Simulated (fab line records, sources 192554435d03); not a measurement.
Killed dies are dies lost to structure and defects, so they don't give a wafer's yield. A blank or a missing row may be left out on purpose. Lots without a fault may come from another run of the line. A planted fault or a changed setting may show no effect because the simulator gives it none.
fab line records | flow n5_finfet
record lots=7 wafers=21
route steps=1938 shown BEOL_M10@1473 BEOL_M11@1539 BEOL_M12@1616
start_h: hours from the record's first day to the start of the lot's first wafer shown | wait_h: hours since the lot's step before | " the same as in the row above | L1.1+2: a row that stands for several wafers | - no value, or no start given | * or withheld: withheld | < > ~ a bound
route shown NAME@n: a module of which the file shows steps, and the number in the route of the first | usual: mean/standard deviation of fault-free wafers | same: alike in all rows | chamber/n: place in a boat | sites: the reading at each site | _std_site: their standard deviation | _edge_site: outer sites' mean less inner sites' | radius_mm: how far each site lies from the wafer's centre | mask NAME#n: copy n | behind: the tool/chamber that last shaped the wafer | hold: why the lot was held/for how many hours/how that ended | device: the transistor (n, p or np) that didn't switch | end of line: the same wafers' tests at the end of the route | a step without rows: its recipe alone | killed: dies lost to structure and defects at the first sort, not the wafer's yield | map: a wafer's dies, x killed, . not, _ none there
set.NAME: the setting as run; set.NAME@STEP: as run at that earlier step | model.NAME: the simulator's own value behind a step, which no gauge read
lots whose settings were changed on purpose; a table a step, a row a wafer
## steps
# step N5_BEOL_M10_PECVD_70
# recipe material=SiO2 target_thk_a=200 temp_c=400 precursor=TEOS/O2 pressure_torr=5.5 rf_w=450 teos_flow_sccm=53.8 gas=O2 flow_sccm=3000 time_s=22.7
# columns lot.wafer tool chamber start_h wait_h set.temp_c model.SiO2_of_BEOL_M10_PECVD_70.thk_nm
L078.1 pecvd-04 0 236.76 0.0 400 20
L078.5 " 0 " " 410.4 18.6
L078.6 " 2 " " 400 20.4
L077.2 pecvd-03 1 239.60 0.0 400 19.8
L077.4 " 2 " " 400 20.2
L077.6 " 1 " " 400 20
L079.4 pecvd-03 2 253.33 0.1 400 20
L079.5 " 1 " " 400 20.2
L079.6 " 0 " " 400 20.4
L082.1 pecvd-04 0 265.42 0.0 413 18
L082.4 " 2 " " 413 18.8
L082.6 " 0 " " 400 20.2
L084.3 pecvd-02 1 270.95 0.0 416.8 18
L084.4 " 2 " " 416.8 17.8
L084.5 " 1 " " 400 20
L086.2 pecvd-04 0 297.89 0.0 415.9 17.4
L086.3 " 1 " " 400 20
L086.4 " 0 " " 415.9 18
L089.1 pecvd-02 0 306.53 0.0 407.8 19
L089.3 " 1 " " 400 20
L089.5 " 1 " " 400 20.4
# step N5_BEOL_M10_COAT_60
# recipe resist=SiARC temp_c=220 time_s=60 spin_rpm=1500 resist_thk_nm=30
# columns lot.wafer tool chamber start_h wait_h set.spin_rpm model.SiARC_of_BEOL_M10_COAT_60.thk_nm
L078.1 litho_track-02 0 - - 1500 30
L078.5+6 " 0 " " 1579 29.2
L077.2 litho_track-04 0 - - 1500 30.2
L077.4+6 " 0 " " 1500 30
L079.4+5+6 litho_track-02 0 - - 1500 30
L082.1 litho_track-03 0 - - 1500 30
L082.4+6 " 0 " " 1629 29
L084.3+5 litho_track-03 0 - - 1500 30
L084.4 " 0 " " 1500 30.2
L086.2+4 litho_track-03 0 - - 1500 30
L086.3 " 0 " " 1640 28.8
L089.1 litho_track-04 0 - - 1500 30.2
L089.3 " 0 " " 1394 31.2
L089.5 " 0 " " 1500 30
# step N5_BEOL_M10_COAT_05
# recipe resist=CAR-ArF spin_rpm=1500 resist_thk_nm=90
# step N5_BEOL_M10_EBR_07
# recipe solvent=PGMEA ebr_width_mm=1.5
# step N5_BEOL_M10_DESCUM_16
# recipe chemistry=O2 time_s=7.9 source_power_w=50 bias_power_w=20 pressure_mtorr=20 rf_frequency_hz=2.712e+07 temp_c=40 resist=CAR-ArF o2_flow_sccm=225
# step N5_BEOL_M10_ETCH_61
# recipe chemistry=CF4 target=SiARC target_depth_a=390 mask_material=CAR-ArF time_s=65 ion_energy_ev=80 pressure_mtorr=40 source_w=545 bias_w=36 Ar_flow_sccm=100 cf4_flow_sccm=100 ends=cleared
# columns lot.wafer tool chamber start_h wait_h set.spin_rpm@BEOL_M10_COAT_60 model.etch.depth_nm model.CAR-ArF_of_BEOL_M10_COAT_05.thk_nm
L078.1 rie_diel-04 1 238.05 0.0 1500 30.1 55.2
L078.5+6 " 1,2 " " 1579 29.24 56.2
L077.2 rie_diel-02 2 241.83 0.0 1500 30.14 55.2
L077.4 " 3 " " 1500 30.03 55.4
L077.6 " 2 " " 1500 30.03 55
L079.4 rie_diel-03 0 255.70 0.0 1500 30.01 56
L079.5 " 3 " " 1500 30.03 56
L079.6 " 2 " " 1500 30 55.8
L082.1 rie_diel-04 3 267.16 0.0 1500 30.03 55.8
L082.4 " 0 " " 1629 28.94 56.8
L082.6 " 3 " " 1629 28.96 56.8
L084.3 rie_diel-03 1 273.21 0.0 1500 30.04 55.8
L084.4 " 3 " " 1500 30.12 55.6
L084.5 " 2 " " 1500 30 55.4
L086.2 rie_diel-04 1 299.50 0.0 1500 30.01 55.6
L086.3 " 0 " " 1640 28.72 57
L086.4 " 2 " " 1500 30.07 55.6
L089.1 rie_diel-04 0 307.39 0.0 1500 30.13 56
L089.3 " 1 " " 1394 31.14 54.8
L089.5 " 0 " " 1500 30.09 56
# step N5_BEOL_M10_ETCH_62
# recipe chemistry=N2/H2 target=SOC target_depth_a=1100 overetch_a=220 mask_material=SiARC temp_c=40 time_s=165 ion_energy_ev=200 pressure_mtorr=30 source_w=840 bias_w=150 n2_flow_sccm=200 h2_flow_sccm=200
# columns lot.wafer tool chamber start_h wait_h set.spin_rpm@BEOL_M10_COAT_60 model.SiARC_of_BEOL_M10_COAT_60.thk_nm
L078.1 rie_diel-04 1 238.10 0.0 1500 23.8
L078.5+6 " 1,2 " " 1579 22.8
L077.2 rie_diel-02 2 241.88 0.0 1500 24
L077.4 " 3 " " 1500 23.6
L077.6 " 2 " " 1500 23.8
L079.4 rie_diel-03 0 255.80 0.1 1500 23.6
L079.5+6 " 3,2 " " 1500 23.4
L082.1 rie_diel-04 3 267.21 0.0 1500 23.2
L082.4 " 0 " " 1629 22.4
L082.6 " 3 " " 1629 22.2
L084.3+4 rie_diel-03 1,3 273.26 0.0 1500 23.6
L084.5 " 2 " " 1500 23.4
L086.2 rie_diel-04 1 299.55 0.0 1500 23.6
L086.3 " 0 " " 1640 22.2
L086.4 " 2 " " 1500 23.2
L089.1+5 rie_diel-04 0 307.44 0.0 1500 23.6
L089.3 " 1 " " 1394 24.8
# step N5_BEOL_M10_STRIP_68
# recipe chemistry=N2/H2 temp_c=40 n2_flow_sccm=200 h2_flow_sccm=200 rf_frequency_hz=6e+07
# step N5_BEOL_M10_STRIP_67
# recipe chemistry=CF4 resist=SiARC power_w=300 bias_power_w=75 pressure_mtorr=50 cf4_flow_sccm=150 rf_frequency_hz=6e+07
# step N5_BEOL_M10_STRIP_77
# recipe chemistry=N2/H2 time_s=10 power_w=450 temp_c=40 pressure_mtorr=20 rf_frequency_hz=6e+07 bias_power_w=7 n2_flow_sccm=200 h2_flow_sccm=200
# step N5_BEOL_M10_HM_STRIP_39
# recipe chemistry=peroxide_tin_strip material=TiN target_depth_a=250 temp_c=50 time_s=158
# columns lot.wafer tool chamber start_h wait_h set.temp_c@BEOL_M10_PECVD_70 model.SiO2_of_BEOL_M10_PECVD_70.thk_nm
L078.1 wet_bench-01 4 241.45 0.0 400 19.8
L078.5 " 5 " " 410.4 18.4
L078.6 " 1 " " 400 20.2
L077.2 wet_bench-02 0 243.15 0.0 400 19.6
L077.4+6 " 5,4 " " 400 20
L079.4 wet_bench-05 2 257.19 0.0 400 19.8
L079.5 " 7 " " 400 20
L079.6 " 4 " " 400 20.2
L082.1 wet_bench-05 1 268.74 0.0 413 17.8
L082.4 " 3 " " 413 18.6
L082.6 " 0 " " 400 20
L084.3 wet_bench-05 5 276.42 0.0 416.8 17.8
L084.4 " 4 " " 416.8 17.6
L084.5 " 0 " " 400 20
L086.2 wet_bench-02 7 302.78 0.0 415.9 17.2
L086.3 " 2 " " 400 19.8
L086.4 " 5 " " 415.9 17.8
L089.1 wet_bench-01 0 310.23 0.0 407.8 18.8
L089.3 " 7 " " 400 19.8
L089.5 " 4 " " 400 20.2
# step N5_BEOL_M11_PECVD_70
# recipe material=SiO2 target_thk_a=200 temp_c=400 precursor=TEOS/O2 pressure_torr=5.5 rf_w=450 teos_flow_sccm=53.8 gas=O2 flow_sccm=3000 time_s=22.7
# columns lot.wafer tool chamber start_h wait_h set.time_s model.SiO2_of_BEOL_M11_PECVD_70.thk_nm
L078.1 pecvd-02 2 245.58 0.0 22.7 19.8
L078.5 " 1 " " 22.7 20.2
L078.6 " 2 " " 19.94 17.6
L077.2 pecvd-01 0 247.78 0.0 20.97 18.2
L077.4 " 2 " " 22.7 20.2
L077.6 " 0 " " 22.7 19.8
L079.4+5+6 pecvd-03 1,2,0 260.80 0.1 22.7 20
L082.1+4 pecvd-01 0 273.60 0.0 22.7 19.8
L082.6 " 1 " " 22.7 20
L084.3 pecvd-03 0 280.69 0.0 20.08 17.4
L084.4 " 2 " " 22.7 20
L084.5 " 0 " " 22.7 19.8
L086.2 pecvd-01 1 309.64 0.0 22.7 19.8
L086.3+4 " 2,1 " " 22.7 20
L089.1 pecvd-02 0 313.81 0.0 25.67 22.4
L089.3+5 " 2,0 " " 25.67 22.6
# step N5_BEOL_M11_EXPOSE_08
# recipe mask_id=M11 na=1.35 source_shape=dipole sigma_inner=0.411 sigma_outer=0.611 polarization=te dose_mj=53.75
# columns lot.wafer tool chamber start_h wait_h mask set.dose_mj
L078.1+5+6 arfi_scanner-02 0 246.79 - M11#0 55.34
L077.2+4+6 arfi_scanner-02 0 249.64 - M11#0 53.75
L079.4+5+6 arfi_scanner-02 0 262.74 - M11#0 53.75
L082.1+4 arfi_scanner-02 0 273.92 - M11#0 56.17
L082.6 " 0 " " M11#0 53.75
L084.3+4+5 arfi_scanner-01 0 281.78 - M11#0 53.75
L086.2+3 arfi_scanner-02 0 311.14 - M11#0 53.75
L086.4 " 0 " " M11#0 52.61
L089.1+3 arfi_scanner-01 0 314.75 - M11#0 56.16
L089.5 " 0 " " M11#0 53.75
# step N5_BEOL_M11_PEB_09
# recipe peb_temp_c=withheld peb_time_s=60 resist=CAR-ArF
# step N5_BEOL_M11_DEVELOP_10
# recipe develop_time_s=30 developer=TMAH resist=CAR-ArF rinse_liquid=diw dry=air_spin dev_temp_c=23
# step N5_BEOL_M11_CD_MEAS_11
# recipe target_cd_nm=64.1 landing_energy_ev=500 detector=se_inlens polarity=opening
# usual cd_nm=63.9/0.56
# columns lot.wafer tool chamber start_h wait_h set.dose_mj@BEOL_M11_EXPOSE_08 cd_nm
L078.1 cd_sem-03 0 246.91 - 55.34 66.4
L078.5 " 0 " " 55.34 65.4
L078.6 " 0 " " 55.34 65.2
L077.2 cd_sem-03 0 249.76 - 53.75 63.1
L077.4 " 0 " " 53.75 63.8
L077.6 " 0 " " 53.75 63.4
L079.4 cd_sem-01 0 262.85 - 53.75 64.0
L079.5 " 0 " " 53.75 64.1
L079.6 " 0 " " 53.75 63.9
L082.1 cd_sem-03 0 274.05 - 56.17 67.2
L082.4 " 0 " " 56.17 66.5
L082.6 " 0 " " 53.75 64.2
L084.3 cd_sem-02 0 281.89 - 53.75 63.7
L084.4 " 0 " " 53.75 63.8
L084.5 " 0 " " 53.75 64.4
L086.2 cd_sem-03 0 311.27 - 53.75 63.8
L086.3 " 0 " " 53.75 63.5
L086.4 " 0 " " 52.61 63.0
L089.1 cd_sem-03 0 314.87 - 56.16 66.2
L089.3 " 0 " " 56.16 66.2
L089.5 " 0 " " 53.75 63.9
# step N5_BEOL_M11_DESCUM_16
# recipe chemistry=O2 time_s=7.9 source_power_w=50 bias_power_w=20 pressure_mtorr=20 rf_frequency_hz=2.712e+07 temp_c=40 resist=CAR-ArF o2_flow_sccm=225
# step N5_BEOL_M11_ETCH_61
# recipe chemistry=CF4 target=SiARC target_depth_a=390 mask_material=CAR-ArF time_s=65 ion_energy_ev=80 pressure_mtorr=40 source_w=545 bias_w=36 Ar_flow_sccm=100 cf4_flow_sccm=100 ends=cleared
# columns lot.wafer tool chamber start_h wait_h set.dose_mj@BEOL_M11_EXPOSE_08 model.BEOL_M11.cd_offset_nm
L078.1 rie_diel-01 1 247.06 0.0 55.34 2
L078.5 " 1 " " 55.34 1.4
L078.6 " 2 " " 55.34 0.8
L077.2 rie_diel-06 0 250.06 0.0 53.75 -0.6
L077.4+6 " 1,2 " " 53.75 -0.4
L079.4+6 rie_diel-06 0,3 263.05 0.0 53.75 -0.2
L079.5 " 2 " " 53.75 0
L082.1 rie_diel-06 3 274.17 0.0 56.17 2.8
L082.4 " 1 " " 56.17 2.6
L082.6 " 2 " " 53.75 0.4
L084.3 rie_diel-01 0 282.04 0.0 53.75 -0.2
L084.4 " 0 " " 53.75 0
L084.5 " 3 " " 53.75 0.4
L086.2 rie_diel-01 3 311.39 0.0 53.75 -0.2
L086.3 " 2 " " 53.75 -0.4
L086.4 " 1 " " 52.61 -1.2
L089.1+3 rie_diel-05 1,3 315.00 0.0 56.16 2.2
L089.5 " 1 " " 53.75 -0.2
# step N5_BEOL_M11_ETCH_62
# recipe chemistry=N2/H2 target=SOC target_depth_a=1100 overetch_a=220 mask_material=SiARC temp_c=40 time_s=165 ion_energy_ev=200 pressure_mtorr=30 source_w=840 bias_w=150 n2_flow_sccm=200 h2_flow_sccm=200
# columns lot.wafer tool chamber start_h wait_h set.dose_mj@BEOL_M11_EXPOSE_08 model.BEOL_M11.cd_offset_nm
L078.1 rie_diel-01 1 247.11 0.0 55.34 1.8
L078.5 " 1 " " 55.34 1.2
L078.6 " 2 " " 55.34 0.6
L077.2 rie_diel-06 0 250.11 0.0 53.75 -0.8
L077.4 " 1 " " 53.75 -0.6
L077.6 " 2 " " 53.75 -0.4
L079.4 rie_diel-06 0 263.10 0.0 53.75 -0.2
L079.5 " 2 " " 53.75 0
L079.6 " 3 " " 53.75 -0.4
L082.1 rie_diel-06 3 274.22 0.0 56.17 2.4
L082.4 " 1 " " 56.17 2.2
L082.6 " 2 " " 53.75 0.4
L084.3 rie_diel-01 0 282.09 0.0 53.75 -0.2
L084.4 " 0 " " 53.75 0
L084.5 " 3 " " 53.75 0.4
L086.2+3 rie_diel-01 3,2 311.44 0.0 53.75 -0.4
L086.4 " 1 " " 52.61 -1.2
L089.1 rie_diel-05 1 315.05 0.0 56.16 2.2
L089.3 " 3 " " 56.16 2.4
L089.5 " 1 " " 53.75 -0.4
# step N5_BEOL_M11_STRIP_68
# recipe chemistry=N2/H2 temp_c=40 n2_flow_sccm=200 h2_flow_sccm=200 rf_frequency_hz=6e+07
# step N5_BEOL_M11_STRIP_67
# recipe chemistry=CF4 resist=SiARC power_w=300 bias_power_w=75 pressure_mtorr=50 cf4_flow_sccm=150 rf_frequency_hz=6e+07
# step N5_BEOL_M11_HM_OPEN_17
# recipe chemistry=Cl2/BCl3 target_depth_a=200 overetch_a=60 target=TiN mask_material=SOC ion_energy_ev=150 pressure_mtorr=10 icp_w=1000 bias_w=126 Cl2_flow_sccm=53.25 bcl3_flow_sccm=21.75 Ar_flow_sccm=25
# columns lot.wafer tool chamber start_h wait_h set.dose_mj@BEOL_M11_EXPOSE_08 model.BEOL_M11.cd_offset_nm
L078.1 rie_metal-02 0 247.30 0.0 55.34 1.6
L078.5 " 0 " " 55.34 1
L078.6 " 1 " " 55.34 0.6
L077.2+4 rie_metal-01 1,0 250.30 0.0 53.75 -0.8
L077.6 " 1 " " 53.75 -0.2
L079.4 rie_metal-03 0 263.31 0.1 53.75 -0.2
L079.5 " 1 " " 53.75 0
L079.6 " 0 " " 53.75 -0.4
L082.1 rie_metal-01 0 274.41 0.0 56.17 2.4
L082.4 " 0 " " 56.17 2.2
L082.6 " 1 " " 53.75 0.2
L084.3 rie_metal-03 0 282.30 0.1 53.75 0
L084.4 " 1 " " 53.75 -0.2
L084.5 " 0 " " 53.75 0.4
L086.2+3 rie_metal-03 0,1 311.62 0.0 53.75 -0.6
L086.4 " 0 " " 52.61 -1.4
L089.1 rie_metal-02 0 315.24 0.0 56.16 2
L089.3 " 1 " " 56.16 2.4
L089.5 " 1 " " 53.75 -0.2
# step N5_BEOL_M11_STRIP_19
# recipe chemistry=O2 power_w=400 temp_c=40 pressure_mtorr=30 rf_frequency_hz=6e+07 bias_power_w=0 overash_fraction=0.2 o2_flow_sccm=225
# step N5_BEOL_M11_CD_MEAS_18
# recipe pitch_nm=140 target_cd_nm=70
# usual cd_nm=69.8/0.62
# columns lot.wafer tool chamber start_h wait_h set.dose_mj@BEOL_M11_EXPOSE_08 cd_nm
L078.1 cd_sem-03 - 247.48 0.0 55.34 71.4
L078.5 " - " " 55.34 71.1
L078.6 " - " " 55.34 70.7
L077.2 cd_sem-01 - 250.48 0.1 53.75 69.0
L077.4 " - " " 53.75 69.3
L077.6 " - " " 53.75 69.7
L079.4 cd_sem-02 - 263.47 0.1 53.75 69.6
L079.5 " - " " 53.75 70.0
L079.6 " - " " 53.75 69.3
L082.1 cd_sem-03 - 274.59 0.0 56.17 72.9
L082.4 " - " " 56.17 72.5
L082.6 " - " " 53.75 70.1
L084.3 cd_sem-01 - 282.55 0.1 53.75 70.0
L084.4 " - " " 53.75 70.0
L084.5 " - " " 53.75 70.5
L086.2 cd_sem-03 - 311.81 0.1 53.75 69.5
L086.3 " - " " 53.75 69.2
L086.4 " - " " 52.61 68.8
L089.1 cd_sem-02 - 315.42 0.0 56.16 72.0
L089.3 " - " " 56.16 72.1
L089.5 " - " " 53.75 69.8
# step N5_BEOL_M11_COAT_63
# recipe resist=SOC temp_c=250 time_s=60 spin_rpm=1500 resist_thk_nm=100
# step N5_BEOL_M11_COAT_64
# recipe resist=SiARC temp_c=220 time_s=60 spin_rpm=1500 resist_thk_nm=30
# step N5_BEOL_M11_PRECLEAN_42
# recipe chemistry=residue_remover time_s=60 temp_c=40
# step N5_BEOL_M11_SRD_43
# recipe time_s=30 temp_c=23 rinse_liquid=diw dry=ipa_marangoni
# step N5_BEOL_M11_CD_MEAS_35
# recipe target_cd_nm=70 polarity=opening
# usual cd_nm=69.8/0.6
# columns lot.wafer tool chamber start_h wait_h set.dose_mj@BEOL_M11_EXPOSE_08 cd_nm
L078.1 cd_sem-02 - 249.75 0.0 55.34 71.5
L078.5 " - " " 55.34 70.7
L078.6 " - " " 55.34 70.7
L077.2 cd_sem-01 - 251.58 0.0 53.75 69.5
L077.4 " - " " 53.75 69.2
L077.6 " - " " 53.75 69.8
L079.4 cd_sem-03 - 266.27 0.0 53.75 70.3
L079.5 " - " " 53.75 70.0
L079.6 " - " " 53.75 69.6
L082.1 cd_sem-03 - 276.93 0.0 56.17 72.3
L082.4 " - " " 56.17 72.3
L082.6 " - " " 53.75 69.8
L084.3 cd_sem-01 - 285.20 0.0 53.75 70.1
L084.4 " - " " 53.75 70.1
L084.5 " - " " 53.75 70.5
L086.2 cd_sem-01 - 314.21 0.0 53.75 69.3
L086.3 " - " " 53.75 69.4
L086.4 " - " " 52.61 68.6
L089.1 cd_sem-03 - 316.64 0.0 56.16 72.1
L089.3 " - " " 56.16 72.4
L089.5 " - " " 53.75 70.3
# step N5_BEOL_M11_CURE_72
# recipe temp_c=370 time_s=120 ambient=DMADMS/He material=SiCOH_lowk
# step N5_BEOL_M11_DEGAS_44
# recipe ambient=vacuum temp_c=250 time_s=60
# step N5_BEOL_M11_ECD_50
# recipe material=Cu target_thk_a=3180
# step N5_BEOL_M11_ANNEAL_51
# recipe temp_c=225 time_s=90 ambient=N2
# step N5_BEOL_M11_CMP_52
# recipe stop_on=SiCOH_lowk t_overpolish_s=7 down_force_psi=1 platen_rpm=50 clearing_platen_down_force_psi=1.5 clearing_platen_rpm=50 post_cmp_clean=cu_alkaline target_thk_nm=140 clearing_platen_pad_velocity_m_s=0.99484 pad_velocity_m_s=0.99484
# usual barrier_field_endpoint_s=28.9/0.74
# columns lot.wafer tool chamber start_h wait_h set.time_s@BEOL_M11_PECVD_70 barrier_field_endpoint_s
L078.1 cmp-04 3 251.52 0.3 22.7 29.5
L078.6 " 1 " " 19.94 24.5
L078.5 " 2 " " 22.7 29.8
L077.4 cmp-04 2 254.55 0.1 22.7 29.2
L077.2 " 0 " " 20.97 26.5
L077.6 " 3 " " 22.7 29.3
L079.4 cmp-02 0 268.85 0.2 22.7 29.5
L079.6 " 3 " " 22.7 30.1
L079.5 " 0 " " 22.7 28.2
L082.4 cmp-01 2 279.70 0.7 22.7 28.4
L082.1 " 3 " " 22.7 27.9
L082.6 " 0 " " 22.7 29.3
L084.4 cmp-04 0 287.51 0.1 22.7 28.6
L084.3 " 2 " " 20.08 26.3
L084.5 " 1 " " 22.7 28.2
L086.3 cmp-02 0 316.61 0.2 22.7 28.1
L086.2 " 1 " " 22.7 28.0
L086.4 " 2 " " 22.7 28.3
L089.1 cmp-02 1 320.57 0.3 25.67 31.0
L089.3 " 0 " " 25.67 31.4
L089.5 " 1 " " 25.67 31.0
# step N5_BEOL_M12_ETCH_59
# recipe chemistry=N2/H2 target=BARC target_depth_a=890 overetch_a=267 time_s=67.9 ion_energy_ev=200 pressure_mtorr=30 source_w=840 bias_w=150 n2_flow_sccm=200 h2_flow_sccm=200
# usual rf_vpp_V=522.7/2.2
# columns lot.wafer tool chamber start_h wait_h set.bias_w rf_vpp_V
L078.1 rie_diel-03 0 253.54 0.0 150 520.8
L078.5 " 2 " " 150 524.2
L078.6 " 3 " " 150 521.1
L077.2 rie_diel-02 1 256.37 0.0 134.1 486.0
L077.4 " 2 " " 150 526.1
L077.6 " 2 " " 134.1 487.9
L079.4 rie_diel-03 2 269.98 0.0 150 524.6
L079.5 " 3 " " 150 519.6
L079.6 " 0 " " 150 521.8
L082.1 rie_diel-02 1 280.72 0.0 150 522.5
L082.4 " 0 " " 176.1 577.3
L082.6 " 0 " " 176.1 577.6
L084.3 rie_diel-03 3 288.56 0.0 166.7 555.3
L084.4 " 2 " " 150 523.9
L084.5 " 3 " " 166.7 556.4
L086.2 rie_diel-03 3 317.93 0.0 150 521.3
L086.3 " 2 " " 126.7 470.5
L086.4 " 0 " " 150 521.0
L089.1 rie_diel-03 0 322.01 0.0 150 520.5
L089.3 " 2 " " 166 558.0
L089.5 " 0 " " 166 554.9
## key
split step=N5_BEOL_M10_PECVD_70 setting=temp_c stated=400 by=wafer
response step=N5_BEOL_M10_PECVD_70 reading=model.SiO2_of_BEOL_M10_PECVD_70.thk_nm change=-0.556 per=1% r=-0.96
response step=N5_BEOL_M10_HM_STRIP_39 reading=model.SiO2_of_BEOL_M10_PECVD_70.thk_nm change=-0.571 per=1% r=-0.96
split step=N5_BEOL_M10_COAT_60 setting=spin_rpm stated=1500 by=wafer
response step=N5_BEOL_M10_COAT_60 reading=model.SiARC_of_BEOL_M10_COAT_60.thk_nm change=-0.133 per=1% r=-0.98
response step=N5_BEOL_M10_ETCH_61 reading=model.etch.depth_nm change=-0.14 per=1% r=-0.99
response step=N5_BEOL_M10_ETCH_61 reading=model.CAR-ArF_of_BEOL_M10_COAT_05.thk_nm change=+0.148 per=1% r=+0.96
response step=N5_BEOL_M10_ETCH_62 reading=model.SiARC_of_BEOL_M10_COAT_60.thk_nm change=-0.137 per=1% r=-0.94
split step=N5_BEOL_M11_PECVD_70 setting=time_s stated=22.7 by=wafer
response step=N5_BEOL_M11_PECVD_70 reading=model.SiO2_of_BEOL_M11_PECVD_70.thk_nm change=+0.212 per=1% r=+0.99
response step=N5_BEOL_M11_CMP_52 reading=barrier_field_endpoint_s change=+0.318 per=1% r=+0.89
split step=N5_BEOL_M11_EXPOSE_08 setting=dose_mj stated=53.75 by=wafer
response step=N5_BEOL_M11_CD_MEAS_11 reading=cd_nm change=+0.523 per=1% r=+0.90
response step=N5_BEOL_M11_ETCH_61 reading=model.BEOL_M11.cd_offset_nm change=+0.513 per=1% r=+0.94
response step=N5_BEOL_M11_ETCH_62 reading=model.BEOL_M11.cd_offset_nm change=+0.498 per=1% r=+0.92
response step=N5_BEOL_M11_HM_OPEN_17 reading=model.BEOL_M11.cd_offset_nm change=+0.488 per=1% r=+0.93
response step=N5_BEOL_M11_CD_MEAS_18 reading=cd_nm change=+0.514 per=1% r=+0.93
response step=N5_BEOL_M11_CD_MEAS_35 reading=cd_nm change=+0.478 per=1% r=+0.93
split step=N5_BEOL_M12_ETCH_59 setting=bias_w stated=150 by=wafer
response step=N5_BEOL_M12_ETCH_59 reading=rf_vpp_V change=+3.24 per=1% r=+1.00
